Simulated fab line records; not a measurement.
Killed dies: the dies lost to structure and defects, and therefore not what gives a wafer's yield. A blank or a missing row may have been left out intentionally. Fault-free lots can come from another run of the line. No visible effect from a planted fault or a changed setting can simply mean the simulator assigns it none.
A single fault, viewed from 2 desks + flow n5 finfet + what lay behind the numbers comes last; until then each desk has only its own

== TOOL OWNER'S DESK, litho track-03 ==
The tool's own readings at N5_SD_EPI_N_PEB_07 (peb time 60 s): means of the sampled wafers that have a number, for each lot that ran on this tool. Any lot whose mean is over 4 standard deviations away from the usual mean is out of limits and marked OUT; that distance is given in the brackets.
Columns: A = heater power total W at N5_SD_EPI_N_PEB_07, usual 175.4 W
| lot  | first seen here | A               |
|------|-----------------|-----------------|
| L273 | day 2 23:59     | 174.1           |
| L275 | day 3 21:08     | 175.0           |
| L280 | day 4 20:41     | 174.9           |
| L289 | day 7 01:44     | 208.8 (+21) OUT |
| L291 | day 7 18:34     | 192.7 (+11) OUT |
This desk's verdict: out of limits on L289, L291, starting with L289 at day 7 01:44 (heater power total W at N5_SD_EPI_N_PEB_07). L273, L275, L280: within limits.

== THE METROLOGY DESK ==
What the gauges read, lot by lot, whatever tool the lot ran on: means of the sampled wafers that have a number. Any lot whose mean is over 4 standard deviations away from the usual mean is out of limits and marked OUT; that distance is given in the brackets. Of its 12 readings 7 are shown: the one that was out of limits first, and those that lie furthest out on some lot.
Columns: A = cd nm at N5_DUMMY_GATE_CD_MEAS_24, usual 15.0 nm; B = cd nm at N5_SD_EPI_N_CD_MEAS_09, usual 120.0 nm; C = DIBL_P at N5_BEOL_M4_RC_MEAS_101, usual 36.3 mV/V; D = ION_N at N5_BEOL_M4_RC_MEAS_101, usual 674 uA/um; E = ION_P at N5_BEOL_M4_RC_MEAS_101, usual 464 uA/um; F = SS_P at N5_BEOL_M4_RC_MEAS_101, usual 73.3 mV/dec; G = VT_P at N5_BEOL_M4_RC_MEAS_101, usual -249 mV
| lot  | first seen here | A    | B                | C    | D   | E   | F    | G    |
|------|-----------------|------|------------------|------|-----|-----|------|------|
| L273 | day 2 22:41     | 14.3 | 119.8            | 40.0 | 698 | 481 | 74.6 | -245 |
| L274 | day 3 06:34     | 15.4 | 120.2            | 35.0 | 656 | 453 | 72.8 | -253 |
| L275 | day 3 19:55     | 15.0 | 120.2            | 35.9 | 678 | 474 | 73.1 | -244 |
| L276 | day 4 02:20     | 15.1 | 119.7            | 38.1 | 656 | 452 | 74.8 | -246 |
| L278 | day 4 10:11     | 14.9 | 120.0            | 33.1 | 658 | 462 | 72.9 | -248 |
| L279 | day 4 12:56     | 14.7 | 119.4            | 37.0 | 682 | 461 | 73.7 | -250 |
| L280 | day 4 18:07     | 15.0 | 120.2            | 36.7 | 678 | 462 | 73.7 | -251 |
| L281 | day 4 22:39     | 15.2 | 119.8            | 36.0 | 667 | 459 | 73.2 | -251 |
| L289 | day 6 23:29     | 15.4 | 110.0 (-14) OUT  | 37.5 | 674 | 462 | 74.3 | -247 |
| L291 | day 7 16:09     | 15.4 | 115.1 (-6.6) OUT | 34.6 | 654 | 450 | 72.7 | -251 |
| L293 | day 7 23:53     | 15.4 | 120.5            | 35.4 | 674 | 461 | 72.4 | -248 |
| L294 | day 8 05:22     | 15.0 | 120.7            | 35.0 | 682 | 467 | 72.7 | -250 |
| L295 | day 8 14:28     | 14.9 | 120.7            | 34.4 | 681 | 470 | 73.2 | -250 |
| L296 | day 8 20:34     | 15.8 | 121.0            | 34.7 | 663 | 464 | 72.3 | -249 |
This desk's verdict: out of limits on L289, L291, starting with L289 at day 7 01:48 (cd nm at N5_SD_EPI_N_CD_MEAS_09). L273, L274, L275, L276, L278, L279, L280, L281, L293, L294, L295, L296: within limits.

== TAKEN TOGETHER ==
On L289, L291, at day 7 01:44, an alarm was possible from the tool owner's desk.
L289, L291 would have let the metrology desk raise an alarm at day 7 01:48.
All the named lots went through N5_SD_EPI_N_PEB_07 on litho track-03.

== WHAT WAS PUT IN BY THE SIMULATOR ==
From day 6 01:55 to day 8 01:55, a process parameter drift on litho track-03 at N5_SD_EPI_N_PEB_07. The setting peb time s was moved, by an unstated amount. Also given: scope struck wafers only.
Shown lots that were struck: L289, L291.
Delay (hours) between the fault's onset and each desk's first out-of-limits reading: 24 at the tool owner's desk, 24 at the metrology desk.
